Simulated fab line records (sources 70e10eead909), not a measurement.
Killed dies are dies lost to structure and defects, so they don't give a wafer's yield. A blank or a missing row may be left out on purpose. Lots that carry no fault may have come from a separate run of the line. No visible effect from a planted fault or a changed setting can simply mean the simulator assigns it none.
Chamber matching | flow nand-harc | NHARC_A_STAIRCASE_TRIM_12 on rie-diel-07: 4 sister chambers
The step chemistry O2, time 211.2 s. 4 wafers are shown with their chamber, then 12 later ones without.

== WAFERS WITH THEIR CHAMBER ==
wafer  | chamber | drypump-motor-current-A (A)
L082.5 | 1       | 6.7
L091.1 | 2       | 6.2
L091.3 | 3       | 5.1
L091.4 | 0       | 5.3

== WAFERS WITHOUT THEIR CHAMBER ==
wafer  | drypump-motor-current-A (A)
L091.2 | 6.6
L091.5 | 6.2
L091.6 | 5.1
L090.1 | 6.7
L090.4 | 6.2
L090.5 | 6.7
L095.3 | 6.7
L095.5 | 6.7
L095.6 | 5.3
L097.1 | 6.2
L097.2 | 5.1
L097.3 | 5.4

== CHAMBER TAKEN BY EACH ==
wafer  | from the rows above | in truth
L091.2 | 1                   | 1
L091.5 | 2                   | 2
L091.6 | 3                   | 3
L090.1 | 1                   | 1
L090.4 | 2                   | 2
L090.5 | 1                   | 1
L095.3 | 1                   | 1
L095.5 | 1                   | 1
L095.6 | 0                   | 0
L097.1 | 2                   | 2
L097.2 | 3                   | 3
L097.3 | 0                   | 0
Correct placement for 12 of the 12. Not placeable from these rows: 0. 0 placed wrongly.
How it was worked out, from the rows above alone: a wafer's distance from a chamber is the root of the sum, over the readings, of the square of ((its reading less the chamber's mean) divided by the reading's scatter). If the next closest chamber is less than 2 further off than the closest, the wafer can't be placed; otherwise it belongs to the closest. For every chamber, the mean is computed from those of its wafers that are shown. The scatter: with one shown wafer a chamber, the root of the mean of the squares of how far each hidden wafer lies from its nearest shown one.
